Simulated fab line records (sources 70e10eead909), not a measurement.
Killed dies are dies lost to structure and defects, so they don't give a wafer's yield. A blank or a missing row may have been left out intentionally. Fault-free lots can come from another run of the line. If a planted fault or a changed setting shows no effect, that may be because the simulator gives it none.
Chamber matching + flow nand-harc + 3 sister chambers for NHARC_THIN_TSV_DEP_47 on pecvd-02
The step deposits SiO2, target thk 200 nm. 3 wafers are shown with their chamber, then 7 later ones without.

## EACH WAFER AND ITS CHAMBER
| wafer  | chamber | throttle-valve-pct (%) |
|--------|---------|------------------------|
| L492.5 | 1       | 14.6                   |
| L491.2 | 2       | 15.0                   |
| L491.5 | 0       | 15.0                   |

## WAFERS MISSING THEIR CHAMBER
| wafer  | throttle-valve-pct (%) |
|--------|------------------------|
| L491.6 | 14.9                   |
| L495.2 | 15.0                   |
| L495.3 | 15.1                   |
| L495.4 | 15.0                   |
| L504.3 | 14.8                   |
| L504.4 | 15.0                   |
| L504.6 | 14.9                   |

## CHAMBER TAKEN BY EACH
| wafer  | from the rows above          | in truth |
|--------|------------------------------|----------|
| L491.6 | can't be placed: 0 or 2      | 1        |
| L495.2 | can't be placed: 0 or 2      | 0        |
| L495.3 | can't be placed: 0 or 2      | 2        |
| L495.4 | can't be placed: 0 or 2      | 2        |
| L504.3 | can't be placed: 0 or 2 or 1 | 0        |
| L504.4 | can't be placed: 0 or 2      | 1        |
| L504.6 | can't be placed: 0 or 2      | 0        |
Placed correctly: 0 of 7. Cannot be placed on the basis of these rows: 7; the candidates contain the true chamber in 5. Placed wrongly: 0.
How it was worked out, from the rows above alone: a wafer's distance from a chamber is the root of the sum, over the readings, of the square of ((its reading less the chamber's mean) divided by the reading's scatter). The wafer belongs to the nearest chamber; if the next one is less than 2 further off, it can't be placed. Each chamber's mean is taken over the wafers shown for it. The scatter: with one shown wafer a chamber, the root of the mean of the squares of how far each hidden wafer lies from its nearest shown one.
